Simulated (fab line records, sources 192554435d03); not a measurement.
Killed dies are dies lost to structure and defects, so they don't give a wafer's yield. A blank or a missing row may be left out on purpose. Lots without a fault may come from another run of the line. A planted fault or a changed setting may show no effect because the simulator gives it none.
Chamber matching | flow n5_finfet | N5_BEOL_M3_CMP_52 on cmp-01: 4 sister chambers
The step polishes, stops on SiOC, t overpolish 6.8 s, target thk 40 nm. 18 wafers are shown with their chamber, then 9 later ones without.

WAFERS WITH THEIR CHAMBER
wafer  | chamber | motor_current_A (A) | time_to_endpoint_s (s) | barrier_field_endpoint_s (s)
L074.1 | 3       | 5.1                 | 65.3                   | 24.9
L074.2 | 1       | 6.9                 | 63.3                   | 23.7
L074.3 | 0       | 5.7                 | 64.4                   | 24.6
L077.2 | 1       | 6.8                 | 62.2                   | 24.2
L077.3 | 0       | 5.9                 | 64.2                   | 24.8
L077.6 | 0       | 5.8                 | 63.5                   | 25.2
L079.3 | 1       | 6.7                 | 64.7                   | 25.0
L079.4 | 2       | 5.8                 | 67.2                   | 26.0
L079.6 | 2       | 5.7                 | 67.1                   | 25.4
L081.1 | 3       | 5.2                 | 68.2                   | 25.8
L081.3 | 2       | 5.7                 | 68.2                   | 25.4
L081.6 | 2       | 5.9                 | 65.6                   | 24.8
L084.1 | 3       | 5.3                 | 61.4                   | 24.8
L084.2 | 1       | 7.0                 | 63.1                   | 24.2
L084.5 | 2       | 5.9                 | 64.8                   | 24.9
L086.1 | 1       | 6.8                 | 64.1                   | 24.5
L086.4 | 0       | 5.5                 | 63.7                   | 24.9
L086.5 | 1       | 6.7                 | 62.6                   | 24.8

SIGNATURES (means of the wafers above)
reading                  | chamber 0 | chamber 1 | chamber 2 | chamber 3 | scatter within a chamber
motor_current_A          | 5.725     | 6.817     | 5.800     | 5.200     | 0.124
time_to_endpoint_s       | 63.950    | 63.333    | 66.580    | 64.967    | 1.59
barrier_field_endpoint_s | 24.875    | 24.400    | 25.300    | 25.167    | 0.448
Rule: a wafer's distance from a chamber is the root of the sum, over the readings, of the square of ((its reading less the chamber's mean) divided by the reading's scatter). The wafer belongs to the nearest chamber; if the next one is less than 2 further off, it can't be placed. The scatter: the root of (the sum of the squares of (reading less its chamber's mean) over the shown wafers, divided by (wafers less chambers)).

WAFERS WITHOUT THEIR CHAMBER
wafer  | motor_current_A (A) | time_to_endpoint_s (s) | barrier_field_endpoint_s (s)
L091.3 | 5.8                 | 61.5                   | 24.6
L091.4 | 7.0                 | 61.4                   | 24.4
L091.5 | 5.9                 | 60.2                   | 24.5
L093.1 | 5.0                 | 58.7                   | 23.8
L093.2 | 5.9                 | 60.3                   | 25.1
L093.4 | 6.0                 | 59.7                   | 24.9
L093.3 | 6.5                 | 60.0                   | 24.5
L093.5 | 6.1                 | 61.4                   | 25.6
L093.6 | 4.8                 | 64.0                   | 26.0

WHICH CHAMBER EACH WENT THROUGH
wafer  | from the rows above     | in truth
L091.3 | can't be placed: 0 or 2 | 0
L091.4 | 1                       | 1
L091.5 | can't be placed: 0 or 2 | 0
L093.1 | can't be placed: 3 or 0 | 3
L093.2 | can't be placed: 0 or 2 | 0
L093.4 | can't be placed: 0 or 2 | 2
L093.3 | 1                       | 1
L093.5 | can't be placed: 0 or 2 | 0
L093.6 | 3                       | 3
Placed correctly: 3 of 9. Can't be placed from these rows: 6 (the true chamber is among the candidates in 6). Placed wrongly: 0.
